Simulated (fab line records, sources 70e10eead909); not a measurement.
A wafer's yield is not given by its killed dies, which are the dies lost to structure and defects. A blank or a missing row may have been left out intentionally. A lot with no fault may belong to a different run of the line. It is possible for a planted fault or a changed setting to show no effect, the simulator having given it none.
A lot that was struck, set against a sound lot / flow nand_harc / 14 steps out of a route of 1302
Sound: these wafers, L722.3, L722.4, L722.5. Struck: wafer L734.1 (left out: L734.2, L734.4 of the same lot, which were not struck); the cause appears at the end.
At each step with rows: each side's tool, then ch and its chambers, then its first start. Under that, the readings that differ: sound wafers / struck wafers / difference of the means / sigmas: that difference in standard deviations of wafers without a fault.
alike: readings with means less than 2 such deviations apart, plus words and numbers identical on both sides. not compared: withheld readings, readings lacking a value on some wafer, bounds such as >300 that could conceal the same value, and numbers that have no deviation in the record and whose values overlap.
Wherever a step has rows on one side only, a row that says differs or no value, or a row with sigmas, the two part there. Non-overlapping numbers with no deviation appear without sigmas and do not part them. Lack of a reading on every wafer of one side parts them only where that side has two or more wafers.

NHARC_A_BLC_DESCUM_15: chemistry O2, time 3 s.
  sound on rie_diel-13 ch 0,3, day 24 15:54; struck on rie_diel-13 ch 3, day 28 10:25
reading=throttle_valve_pct (%); sound=11.316 11.304 11.308; struck=11.328; difference=+0.019; sigmas=+2
  alike: drypump_motor_current_A, mfc_ar_sccm, oes_product_au, rf_vpp_V, showerhead_plenum_p_Torr
  not compared: rf_hours_counter_h
NHARC_A_BLC_ETCH_16: etches the open film in CF4, target depth 39 nm, time 65 s.
  sound on rie_diel-13 ch 1,3, day 24 16:00; struck on rie_diel-13 ch 0, day 28 10:29
  alike: drypump_motor_current_A, mfc_ar_sccm, oes_product_au, rf_vpp_V, showerhead_plenum_p_Torr, throttle_valve_pct
  not compared: rf_hours_counter_h
NHARC_A_BLC_ETCH_17: etches the open film in N2/H2, target depth 390 nm, time 609.38 s.
  sound: rie_diel-13 ch 1,3; struck: rie_diel-13 ch 0
reading=throttle_valve_pct (%); sound=14.164 14.154 14.180; struck=14.183; difference=+0.017; sigmas=+2
  alike: drypump_motor_current_A, mfc_ar_sccm, oes_product_au, rf_vpp_V, showerhead_plenum_p_Torr
  not compared: rf_hours_counter_h
then, 1 step without rows for these wafers: NHARC_A_BLC_ETCH_18 (etches the open film in C4F8/O2/Ar, target depth 910 nm).
NHARC_A_BLC_CD_MEAS_19:
  struck on cd_sem-03, day 28 11:22; sound on cd_sem-03, day 24 17:02
reading=cd_nm (nm); sound=103.6 98.8 102.3; struck=96.4; difference=-5.2; sigmas=-2
then, 1 step without rows for these wafers: NHARC_A_BLC_STRIP_29 (strips in CF4).
NHARC_A_BLC_STRIP_21: strips in O2.
  sound on rie_diel-07 ch 1,2,3, day 24 17:13; struck on rie_diel-07 ch 2, day 28 11:33
  alike: drypump_motor_current_A, mfc_ar_sccm, oes_product_au, rf_vpp_V, showerhead_plenum_p_Torr, throttle_valve_pct
  not compared: rf_hours_counter_h
then, 4 steps without rows for these wafers: NHARC_A_BLC_STRIP_22 (strips in post etch residue remover, time 600 s); NHARC_A_BLC_DEGAS_30 (time 60 s); NHARC_A_BLC_PRE_CLEAN_31 (time 15 s); NHARC_A_BLC_PVD_32 (deposits Ti, target thk 5 nm, time 17.7 s).
NHARC_A_BLC_ALD_23: deposits TiN, target thk 3 nm, pulse time 1 s, ald cycles 150.
  sound on ald_metal-04 ch 0,1,3, day 24 17:55; struck on ald_metal-03 ch 3, day 28 12:13
  alike: heater_power_w, precursor_pulse_height_rel
NHARC_A_BLC_CVD_24: deposits W, target thk 150 nm, time 434 s.
  sound on cvd_w-01 ch 0,1, day 24 18:18; struck on cvd_w-01 ch 1, day 28 12:25
  alike: heater_power_w, mfc_ar_sccm, throttle_valve_pct
NHARC_A_BLC_CMP_25: polishes, t overpolish 30 s, target thk 150 nm.
  sound on cmp-01 ch 0,2,3, day 24 18:41; struck on cmp-04 ch 1, day 28 12:58
reading=motor_current_A (A); sound=12.8 10.6 10.5; struck=15.0; difference=+3.7; sigmas=+2
reading=retaining_ring_pressure_frac; sound=1.005 1.000 1.007; struck=1.015; difference=+0.011; sigmas=+2
reading=time_to_endpoint_s (s); sound=24 28 26; struck=42; difference=+16; sigmas=+4
  alike: overpolish_run_s
  not compared: pad_life_wafers

== WHERE THEY PART ==
First at NHARC_A_BLC_DESCUM_15; last, within this record, at NHARC_A_BLC_CMP_25.

WHY: what the simulator had put in
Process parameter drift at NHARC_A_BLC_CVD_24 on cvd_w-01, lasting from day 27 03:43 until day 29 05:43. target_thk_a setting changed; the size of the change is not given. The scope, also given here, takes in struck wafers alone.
